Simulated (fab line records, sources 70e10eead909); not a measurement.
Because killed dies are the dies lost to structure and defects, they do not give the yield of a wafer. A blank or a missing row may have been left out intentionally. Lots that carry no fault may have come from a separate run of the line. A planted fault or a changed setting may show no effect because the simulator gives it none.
The tool behind it: which one?	flow nand_harc	Sampling: 14 lots, 42 wafers, 4 of 1159 route steps

== WHAT THE GAUGES SHOWED, per wafer ==
The record holds no reading of a measuring or inspecting step that can be judged against a usual standard deviation.

== TOOL THAT RAN EACH LOT (tool first, then ch and the chambers of the sampled wafers, then the start) ==
lot	NHARC_P_GATE_STRIP_108	NHARC_P_CONTACT_EXPOSE_09	NHARC_P_CONTACT_ETCH_31	NHARC_P_CONTACT_CMP_24
L238	rie_diel-03 ch 0,1,3, day 4 19:44	arfi_scanner-03 ch 0, day 5 15:34	rie_diel-10 ch 1,2,3, day 6 03:10 or earlier	cmp-02 ch 0,2,3, day 6 03:10
L237	rie_diel-13 ch 0,1,2, day 4 20:18	arfi_scanner-01 ch 0, day 5 16:26	rie_diel-11 ch 0,1,2, day 6 03:41 or earlier	cmp-04 ch 0,1,2, day 6 03:41
L240	rie_diel-03 ch 0,3, day 5 08:28	arfi_scanner-01 ch 0, day 6 03:52	rie_diel-02 ch 0,1,2, day 6 07:04 or earlier	cmp-02 ch 1,2,3, day 6 07:04
L239	rie_diel-03 ch 0,1,3, day 5 08:55	arfi_scanner-03 ch 0, day 6 04:31	rie_diel-11 ch 0,2, day 6 11:49 or earlier	cmp-04 ch 0,1,3, day 6 11:49
L241	rie_diel-05 ch 0,3, day 5 19:26	arfi_scanner-01 ch 0, day 6 14:38	rie_diel-10 ch 0,1,3, day 6 17:51 or earlier	cmp-02 ch 1,2,3, day 6 17:51
L245	rie_diel-03 ch 0,1,2, day 6 13:40	arfi_scanner-01 ch 0, day 7 09:47	rie_diel-11 ch 1,2,3, day 7 16:03 or earlier	cmp-04 ch 0,2,3, day 7 16:03
L244	rie_diel-13 ch 1,2,3, day 6 14:13	arfi_scanner-03 ch 0, day 7 10:04	rie_diel-10 ch 1,2,3, day 7 16:35 or earlier	cmp-03 ch 0,1,2, day 7 16:35
L247	rie_diel-03 ch 0,1,2, day 7 09:36	arfi_scanner-01 ch 0, day 8 05:11	rie_diel-10 ch 0,1,3, day 8 09:50 or earlier	cmp-03 ch 1,2,3, day 8 09:50
L248	rie_diel-03 ch 0,1,3, day 7 21:53	arfi_scanner-03 ch 0, day 8 17:28	rie_diel-10 ch 0,1,3, day 8 21:59 or earlier	cmp-02 ch 0,1,2, day 8 21:59
L252	rie_diel-03 ch 2,3, day 8 00:58	arfi_scanner-02 ch 0, day 8 21:10	rie_diel-10 ch 0,3, day 9 00:17 or earlier	cmp-04 ch 1,2,3, day 9 00:17
L257	rie_diel-05 ch 0,3, day 9 13:08	arfi_scanner-01, day 10 10:31	rie_diel-11 ch 0,2, day 10 13:32 or earlier	cmp-04 ch 0,3, day 10 13:32
L256	rie_diel-05 ch 1,2, day 9 13:25	arfi_scanner-01, day 10 08:46	rie_diel-11 ch 1,3, day 10 11:48 or earlier	cmp-04 ch 1,3, day 10 11:48
L259	rie_diel-13 ch 0,1,3, day 10 00:46	arfi_scanner-03 ch 0, day 10 20:10	rie_diel-11 ch 2,3, day 11 03:37 or earlier	cmp-04 ch 0,2,3, day 11 03:37
L260	rie_diel-03 ch 1,3, day 10 12:48	arfi_scanner-03 ch 0, day 11 09:01	rie_diel-10 ch 1,2,3, day 11 12:04 or earlier	cmp-04 ch 1,2,3, day 11 12:04
- NHARC_P_GATE_STRIP_108: strips in O2.
- NHARC_P_CONTACT_EXPOSE_09: exposes mask P CA, target cd 90 nm.
- NHARC_P_CONTACT_ETCH_31: etches the open film in CH3F/O2, target depth 30 nm, time 85.7 s.
- NHARC_P_CONTACT_CMP_24: polishes, t overpolish 30 s, target thk 200 nm.

== WHAT THE TOOLS THEMSELVES READ (means of the sampled wafers that have a number; where no wafer has one, the mark that the record gives instead) ==
NHARC_P_GATE_STRIP_108. Usual: drypump_motor_current_A 5.7 A, standard deviation 0.38; oes_product_au 0.997 a.u., standard deviation 0.0087; rf_vpp_V 57.7 V, standard deviation 0.96; showerhead_plenum_p_Torr 3.48 Torr, standard deviation 0.17; throttle_valve_pct 17.035 %, standard deviation 0.0098.
lot	tool	drypump_motor_current_A (A)	oes_product_au (a.u.)	rf_vpp_V (V)	showerhead_plenum_p_Torr (Torr)	throttle_valve_pct (%)	flag
L238	rie_diel-03	5.7	0.999	57.4	3.40	17.033	
L237	rie_diel-13	5.6	0.987	57.1	3.53	17.043	
L240	rie_diel-03	5.5	1.000	57.5	3.47	17.043	
L239	rie_diel-03	5.8	0.995	57.1	3.40	17.030	
L241	rie_diel-05	6.0	0.996	58.2	3.59	17.036	
L245	rie_diel-03	5.9	1.003	58.0	3.55	17.038	
L244	rie_diel-13	5.7	0.987	57.5	3.44	17.031	
L247	rie_diel-03	5.9	1.006	58.3	3.54	17.029	
L248	rie_diel-03	5.8	1.008	57.4	3.39	17.036	
L252	rie_diel-03	5.6	1.004	59.1	3.60	17.042	
L257	rie_diel-05	5.7	0.996	57.5	3.60	17.039	
L256	rie_diel-05	5.6	0.995	57.8	3.47	17.038	
L259	rie_diel-13	5.8	0.988	57.3	3.39	17.033	
L260	rie_diel-03	5.6	1.012	57.4	3.29	17.033	

NHARC_P_CONTACT_EXPOSE_09. Usual: exposure_dose_mJ_cm2 81.23, standard deviation 0.068; focus_offset_nm -0.1 nm, standard deviation 0.51; stage_vel_mm_s 500.01 mm/s, standard deviation 0.22.
lot	tool	exposure_dose_mJ_cm2	focus_offset_nm (nm)	stage_vel_mm_s (mm/s)	flag
L238	arfi_scanner-03	81.26	-0.2	500.02	
L237	arfi_scanner-01	81.26	0.0	499.93	
L240	arfi_scanner-01	81.22	-0.3	500.10	
L239	arfi_scanner-03	81.22	0.9	499.95	
L241	arfi_scanner-01	81.16	-0.1	500.01	
L245	arfi_scanner-01	81.21	-0.5	500.03	
L244	arfi_scanner-03	81.24	-0.4	500.14	
L247	arfi_scanner-01	81.27	-0.1	500.07	
L248	arfi_scanner-03	81.11	-0.1	500.09	
L252	arfi_scanner-02	81.23	-0.4	500.13	
L257	arfi_scanner-01	-	-	-	OFF
L256	arfi_scanner-01	-	-	-	OFF
L259	arfi_scanner-03	81.12	0.6	499.77	
L260	arfi_scanner-03	81.24	-0.6	499.81	

NHARC_P_CONTACT_ETCH_31. Usual: drypump_motor_current_A 5.7 A, standard deviation 0.41; oes_product_au 0.980 a.u., standard deviation 0.011; rf_vpp_V 244.1 V, standard deviation 1.5; showerhead_plenum_p_Torr 2.44 Torr, standard deviation 0.089; throttle_valve_pct 20.661 %, standard deviation 0.0089.
lot	tool	drypump_motor_current_A (A)	oes_product_au (a.u.)	rf_vpp_V (V)	showerhead_plenum_p_Torr (Torr)	throttle_valve_pct (%)	flag
L238	rie_diel-10	5.4	0.975	244.0	2.40	20.658	
L237	rie_diel-11	5.9	0.984	245.1	2.49	20.664	
L240	rie_diel-02	5.6	0.976	245.0	2.44	20.668	
L239	rie_diel-11	5.6	0.985	246.0	2.56	20.665	
L241	rie_diel-10	5.6	0.985	242.8	2.37	20.661	
L245	rie_diel-11	6.1	0.985	244.6	2.43	20.663	
L244	rie_diel-10	5.3	0.957	243.6	2.39	20.665	
L247	rie_diel-10	5.5	0.988	242.9	2.37	20.660	
L248	rie_diel-10	5.5	0.988	243.4	2.37	20.663	
L252	rie_diel-10	5.7	0.979	244.4	2.41	20.650	
L257	rie_diel-11	5.7	0.968	245.7	2.56	20.668	
L256	rie_diel-11	6.0	0.952	242.6	2.37	20.657	
L259	rie_diel-11	6.0	0.980	243.2	2.43	20.662	
L260	rie_diel-10	5.3	0.991	243.6	2.39	20.663	

NHARC_P_CONTACT_CMP_24. Usual: motor_current_A 11.9 A, standard deviation 1.3; overpolish_run_s 30.000 s, standard deviation 0.0099; time_to_endpoint_s 40.5 s, standard deviation 2.6.
lot	tool	motor_current_A (A)	overpolish_run_s (s)	time_to_endpoint_s (s)	flag
L238	cmp-02	11.3	29.999	42.6	
L237	cmp-04	12.1	29.993	36.6	
L240	cmp-02	10.9	30.008	41.6	
L239	cmp-04	13.1	30.002	37.0	
L241	cmp-02	10.4	30.002	41.4	
L245	cmp-04	13.2	29.999	39.4	
L244	cmp-03	11.1	29.992	41.1	
L247	cmp-03	12.0	29.993	39.5	
L248	cmp-02	11.8	29.987	39.8	
L252	cmp-04	12.4	29.995	41.0	
L257	cmp-04	13.6	30.002	38.4	
L256	cmp-04	13.3	29.993	38.7	
L259	cmp-04	13.2	30.004	40.5	
L260	cmp-04	12.5	29.997	40.9	

== THE ANSWER, worked out from the rows above alone ==
Rule: take the mean of a lot's wafers that have a number; if it is more than 3 standard deviations from the usual mean, the lot is off. A lot without any number at a reading at which 4 lots or more have one is off too. The other lots that the step has rows for count as sound. The gauges are gone through in route order, then the tools' own readings, and for those a lot's mean is taken as printed above. At the first step where some lot is off, the reading lying furthest off is the one used; lots without a number count as furthest.
Off: L257, L256 (NHARC_P_CONTACT_EXPOSE_09, exposure_dose_mJ_cm2). Without a number there: L257, L256.
A tool fits if, at that step or a process step before it, it ran every lot that is off, and no sound lot after the first of them. 2 tools fit, rie_diel-05 at NHARC_P_GATE_STRIP_108 and arfi_scanner-01 at NHARC_P_CONTACT_EXPOSE_09, so this cannot tell which one it is.

== WHAT THE SIMULATOR HAD PUT IN ==
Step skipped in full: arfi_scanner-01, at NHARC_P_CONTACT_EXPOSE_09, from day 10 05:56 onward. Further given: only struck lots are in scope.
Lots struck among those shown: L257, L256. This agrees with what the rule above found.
